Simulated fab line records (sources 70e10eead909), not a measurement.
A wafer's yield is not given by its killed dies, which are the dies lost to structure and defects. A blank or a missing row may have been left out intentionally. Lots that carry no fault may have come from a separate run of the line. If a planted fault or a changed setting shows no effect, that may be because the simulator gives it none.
Which of the tools did it? || flow nand-harc || 7 lots with 21 wafers sampled at 2 steps, on a route of 1302 steps

== WHAT THE GAUGES SHOWED, per wafer ==
NHARC_A_M0_CD_MEAS_09: target cd 80 nm.
{"lot": "L845", "measured": "day 23 12:02", "on": "cd-sem-02", "cd-nm (nm)": "80.8 79.3 79.6"}
{"lot": "L850", "measured": "day 25 11:10", "on": "cd-sem-03", "cd-nm (nm)": "79.1 81.7 80.2"}
{"lot": "L853", "measured": "day 27 02:42", "on": "cd-sem-01", "cd-nm (nm)": "79.8 80.6 81.0"}
{"lot": "L857", "measured": "day 28 03:54", "on": "cd-sem-03", "cd-nm (nm)": "79.8 80.1 80.2"}
{"lot": "L862", "measured": "day 31 01:02", "on": "cd-sem-02", "cd-nm (nm)": "87.8 87.6 87.9"}
{"lot": "L864", "measured": "day 31 10:15", "on": "cd-sem-03", "cd-nm (nm)": "81.4 81.3 79.5"}
{"lot": "L865", "measured": "day 31 14:40", "on": "cd-sem-01", "cd-nm (nm)": "79.2 78.6 79.7"}

== WHICH TOOL RAN EACH LOT (tool, then ch and the chambers of the sampled wafers, then the start) ==
{"lot": "L845", "NHARC_A_M0_PEB_07": "litho-track-04 ch 0, day 23 11:57"}
{"lot": "L850", "NHARC_A_M0_PEB_07": "litho-track-06 ch 0, day 25 11:05"}
{"lot": "L853", "NHARC_A_M0_PEB_07": "litho-track-04 ch 0, day 27 02:37"}
{"lot": "L857", "NHARC_A_M0_PEB_07": "litho-track-04 ch 0, day 28 03:49"}
{"lot": "L862", "NHARC_A_M0_PEB_07": "litho-track-04 ch 0, day 31 00:57"}
{"lot": "L864", "NHARC_A_M0_PEB_07": "litho-track-06 ch 0, day 31 10:10"}
{"lot": "L865", "NHARC_A_M0_PEB_07": "litho-track-06 ch 0, day 31 14:35"}
- NHARC_A_M0_PEB_07: peb time 65 s.

== THE ANSWER, worked out from the rows above alone ==
Rule: usual is defined by the lots themselves. The widest of any qualifying gaps counts: lots, ordered by their means at a reading, are off when they make up no more than a third of the lots, leave a main group of 4 or more, and stand apart from it by 3 or more times the standard deviation of that group's means. A main group is skipped when, at the precision printed for the reading in the tables above, its means are all equal. Also off: a lot with no number at a reading for which 4 or more lots have one. All remaining lots with rows at the step are treated as sound.
Off: L862 (NHARC_A_M0_CD_MEAS_09, cd-nm). For the main group the mean is 80.1 nm and the standard deviation 0.5.
If a tool, at a process step before that reading, ran all the lots that are off and no sound lot after the first of them, it fits. Those tools and the gauges at NHARC_A_M0_CD_MEAS_09 are tried in the same way. Undecided on this evidence; 2 tools fit (litho-track-04 at NHARC_A_M0_PEB_07, cd-sem-02 at NHARC_A_M0_CD_MEAS_09).

== WHAT THE SIMULATOR PUT IN ==
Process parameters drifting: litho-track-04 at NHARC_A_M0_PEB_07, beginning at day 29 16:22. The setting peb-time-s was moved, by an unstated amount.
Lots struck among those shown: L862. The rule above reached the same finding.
